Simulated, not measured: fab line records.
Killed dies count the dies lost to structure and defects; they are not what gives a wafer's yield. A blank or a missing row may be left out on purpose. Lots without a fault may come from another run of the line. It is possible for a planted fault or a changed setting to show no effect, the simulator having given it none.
Chamber matching || flow n5Finfet || N5_GATE_CUT_CMP_43 on cmp-03: 4 sister chambers
The step polishes SiO2. 7 wafers are shown with their chamber, then 7 later ones without.

## WAFERS WITH THEIR CHAMBER
{"wafer": "L084.4", "chamber": 2, "motorCurrentA (A)": 11.1}
{"wafer": "L084.6", "chamber": 2, "motorCurrentA (A)": 11.5}
{"wafer": "L088.1", "chamber": 3, "motorCurrentA (A)": 12.3}
{"wafer": "L088.2", "chamber": 1, "motorCurrentA (A)": 12.2}
{"wafer": "L088.5", "chamber": 0, "motorCurrentA (A)": 11.3}
{"wafer": "L089.3", "chamber": 0, "motorCurrentA (A)": 10.6}
{"wafer": "L089.5", "chamber": 3, "motorCurrentA (A)": 11.5}

## WAFERS WITH NO CHAMBER GIVEN
{"wafer": "L089.6", "motorCurrentA (A)": 11.1}
{"wafer": "L094.3", "motorCurrentA (A)": 11.2}
{"wafer": "L094.4", "motorCurrentA (A)": 12.5}
{"wafer": "L094.6", "motorCurrentA (A)": 12.2}
{"wafer": "L096.1", "motorCurrentA (A)": 11.0}
{"wafer": "L096.2", "motorCurrentA (A)": 12.5}
{"wafer": "L096.4", "motorCurrentA (A)": 12.2}

## EACH ONE'S CHAMBER
{"wafer": "L089.6", "from the rows above": "can't be placed: 0 or 2 or 3", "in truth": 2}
{"wafer": "L094.3", "from the rows above": "can't be placed: 2 or 0 or 3 or 1", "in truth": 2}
{"wafer": "L094.4", "from the rows above": "can't be placed: 1 or 3 or 2", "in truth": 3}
{"wafer": "L094.6", "from the rows above": "can't be placed: 1 or 3 or 2", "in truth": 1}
{"wafer": "L096.1", "from the rows above": "can't be placed: 0 or 2 or 3", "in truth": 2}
{"wafer": "L096.2", "from the rows above": "can't be placed: 1 or 3 or 2", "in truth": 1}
{"wafer": "L096.4", "from the rows above": "can't be placed: 1 or 3 or 2", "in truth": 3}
Placed correctly: 0 of 7. Can't be placed from these rows: 7 (the true chamber is among the candidates in 7). Placed wrongly: 0.
How it was worked out, from the rows above alone: a wafer's distance from a chamber is the root of the sum, over the readings, of the square of ((its reading less the chamber's mean) divided by the reading's scatter). If the next closest chamber is less than 2 further off than the closest, the wafer can't be placed; otherwise it belongs to the closest. For every chamber, the mean is computed from those of its wafers that are shown. The scatter: take each reading less its chamber's mean, square it, sum over the shown wafers, divide by the number of wafers less the number of chambers, and take the root.
